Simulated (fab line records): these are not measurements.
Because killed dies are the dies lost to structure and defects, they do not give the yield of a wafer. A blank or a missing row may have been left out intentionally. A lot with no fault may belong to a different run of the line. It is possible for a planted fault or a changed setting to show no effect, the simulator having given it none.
The tool behind it: which one? :: flow nandHarc :: 6 lots with 18 wafers sampled at 5 steps, on a route of 1159 steps

## WHAT THE GAUGES SHOWED, per wafer
NHARC_END_SORT_01.
lot: L726
measured: day 22 13:55
on: prober-02
killedAtArray: 17 15 672

## WHAT TOOL EACH LOT RAN ON (gives the tool, then ch and the chambers of the sampled wafers, and finally the start)
lot: L716
NHARC_A_STAIRCASE_ETCH_19: rieDiel-10 ch 0,1, day 11 11:41
NHARC_A_STAIRCASE_TRIM_20: rieDiel-12 ch 1,2,3, day 11 11:54
NHARC_A_STAIRCASE_TRIM_24: rieDiel-12 ch 0,1,2, day 11 12:55 or earlier
NHARC_A_STAIRCASE_STRIP_175: plasmaAsher-01 ch 0,1, day 11 12:55

lot: L717
NHARC_A_STAIRCASE_ETCH_19: rieDiel-12 ch 1,2,3, day 11 19:09
NHARC_A_STAIRCASE_TRIM_20: rieDiel-01 ch 1,2, day 11 19:22
NHARC_A_STAIRCASE_TRIM_24: rieDiel-01 ch 0,2,3, day 11 20:44 or earlier
NHARC_A_STAIRCASE_STRIP_175: plasmaAsher-01 ch 0,1, day 11 20:44

lot: L721
NHARC_A_STAIRCASE_ETCH_19: rieDiel-12 ch 1,3, day 12 11:56
NHARC_A_STAIRCASE_TRIM_20: rieDiel-10 ch 0,3, day 12 12:06
NHARC_A_STAIRCASE_TRIM_24: rieDiel-10 ch 0,1, day 12 13:10 or earlier
NHARC_A_STAIRCASE_STRIP_175: plasmaAsher-02 ch 0,1, day 12 13:10

lot: L725
NHARC_A_STAIRCASE_ETCH_19: rieDiel-01 ch 0,1, day 13 23:47
NHARC_A_STAIRCASE_TRIM_20: rieDiel-01 ch 0,3, day 13 23:59
NHARC_A_STAIRCASE_TRIM_24: rieDiel-01 ch 0,2,3, day 14 01:16 or earlier
NHARC_A_STAIRCASE_STRIP_175: plasmaAsher-02 ch 0,1, day 14 01:16

lot: L726
NHARC_A_STAIRCASE_ETCH_19: rieDiel-01 ch 2,3, day 13 23:51
NHARC_A_STAIRCASE_TRIM_20: rieDiel-10 ch 0,2, day 14 00:03
NHARC_A_STAIRCASE_TRIM_24: rieDiel-10 ch 0,2,3, day 14 01:18 or earlier
NHARC_A_STAIRCASE_STRIP_175: plasmaAsher-01 ch 0,1, day 14 01:18

lot: L731
NHARC_A_STAIRCASE_ETCH_19: rieDiel-10 ch 1,2,3, day 14 21:53
NHARC_A_STAIRCASE_TRIM_20: rieDiel-01 ch 0,1,3, day 14 22:08
NHARC_A_STAIRCASE_TRIM_24: rieDiel-01 ch 0,1,2, day 14 23:19 or earlier
NHARC_A_STAIRCASE_STRIP_175: plasmaAsher-01 ch 0,1, day 14 23:19
- NHARC_A_STAIRCASE_ETCH_19: etches the open film in C4F8/O2, target depth 100 nm, time 40.5 s.
- NHARC_A_STAIRCASE_TRIM_20: chemistry O2, time 211.2 s.
- NHARC_A_STAIRCASE_TRIM_24: chemistry O2, time 211.2 s.
- NHARC_A_STAIRCASE_STRIP_175: strips in O2.

## THE ANSWER, worked out from the rows above alone
Rule: the lots themselves supply what counts as usual. The widest of any qualifying gaps counts: lots, ordered by their means at a reading, are off when they make up no more than a third of the lots, leave a main group of 4 or more, and stand apart from it by 3 or more times the standard deviation of that group's means. Not used: any main group whose means are identical at the precision the tables above print for the reading. Also off: a lot with no number at a reading for which 4 or more lots have one. Any other lot the step has rows for is counted as sound.
No lot is off at any reading shown: from this, nothing can be told.

## WHAT THE SIMULATOR HAD PUT IN
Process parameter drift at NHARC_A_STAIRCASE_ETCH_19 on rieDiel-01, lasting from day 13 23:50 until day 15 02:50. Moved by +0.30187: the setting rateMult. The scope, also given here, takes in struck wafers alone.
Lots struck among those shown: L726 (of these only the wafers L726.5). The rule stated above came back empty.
